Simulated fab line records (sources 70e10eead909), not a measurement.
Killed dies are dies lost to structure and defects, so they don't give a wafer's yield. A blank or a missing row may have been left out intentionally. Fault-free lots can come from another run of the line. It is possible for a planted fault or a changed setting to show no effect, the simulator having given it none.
Matching of chambers ; flow nand_harc ; NHARC_A_CHANNEL_HOLE_D1_ETCH_38 on rie_diel-08 has 4 sister chambers
The step etches the open film in CF4, target depth 39 nm, time 65 s. 33 wafers are shown with their chamber, then 12 later ones without.

## EACH WAFER AND ITS CHAMBER
wafer;chamber;drypump_motor_current_A (A);rf_vpp_V (V);oes_product_au (a.u.)
L074.2;1;4.9;152.6;1.018
L074.5;1;4.9;152.6;1.016
L074.6;2;6.5;150.0;0.999
L075.1;3;5.9;150.2;0.985
L075.2;1;4.9;152.7;1.020
L075.5;2;6.5;150.2;1.005
L079.2;1;4.9;152.7;0.996
L079.5;2;6.5;150.7;0.991
L079.6;1;4.8;153.4;1.009
L080.1;3;6.0;149.4;0.992
L080.2;2;6.5;151.4;0.997
L080.5;0;5.7;152.7;1.011
L081.1;3;6.0;150.7;0.999
L081.2;2;6.5;150.5;0.994
L081.4;1;4.8;153.2;1.006
L083.2;1;4.9;153.8;1.009
L083.5;2;6.5;151.4;0.975
L083.6;1;4.9;152.7;1.011
L084.1;0;5.7;153.8;0.994
L084.3;1;4.9;151.8;1.001
L084.5;0;5.7;153.3;0.986
L086.4;0;5.7;152.1;1.004
L086.5;3;6.0;150.2;0.995
L086.6;2;6.5;150.6;1.005
L087.1;3;6.0;149.4;0.994
L087.3;2;6.5;150.6;1.000
L087.5;3;5.9;150.5;0.985
L089.3;0;5.7;152.2;0.998
L089.5;2;6.5;151.4;0.984
L089.6;1;4.9;151.5;0.998
L090.1;3;5.9;149.4;0.987
L090.3;2;6.5;152.3;0.986
L090.5;0;5.7;151.6;1.000

SIGNATURES (averages over the wafers above)
reading;chamber 0;chamber 1;chamber 2;chamber 3;scatter within a chamber
drypump_motor_current_A;5.700;4.880;6.500;5.957;0.0338
rf_vpp_V;152.617;152.700;150.910;149.971;0.691
oes_product_au;0.99883;1.00840;0.99360;0.99100;0.00831
Rule: distance of a wafer from a chamber = root of the sum over the readings of ((wafer's reading minus chamber's mean) / reading's scatter) squared. If the next closest chamber is less than 2 further off than the closest, the wafer can't be placed; otherwise it belongs to the closest. How the scatter is found: for the shown wafers, subtract from each reading the mean of its chamber, square and add these, divide the total by (wafers less chambers), then take the root.

## WAFERS MISSING THEIR CHAMBER
wafer;drypump_motor_current_A (A);rf_vpp_V (V);oes_product_au (a.u.)
L094.1;6.0;150.3;0.998
L094.3;5.7;152.5;1.011
L094.4;6.5;150.9;1.001
L095.1;6.5;150.8;1.003
L095.4;4.9;151.7;1.014
L095.5;5.7;152.6;1.006
L096.2;4.9;150.9;1.020
L096.3;5.7;153.5;1.007
L096.5;6.0;149.1;1.006
L097.2;5.7;152.6;1.011
L097.4;4.9;153.7;1.013
L097.5;5.7;152.4;1.002

## WHICH CHAMBER EACH WENT THROUGH
wafer;from the rows above;in truth
L094.1;3;3
L094.3;0;0
L094.4;2;2
L095.1;2;2
L095.4;1;1
L095.5;0;0
L096.2;1;1
L096.3;0;0
L096.5;3;3
L097.2;0;0
L097.4;1;1
L097.5;0;0
Correct placement for 12 of the 12. Number that these rows cannot place: 0. Placed wrongly: 0.
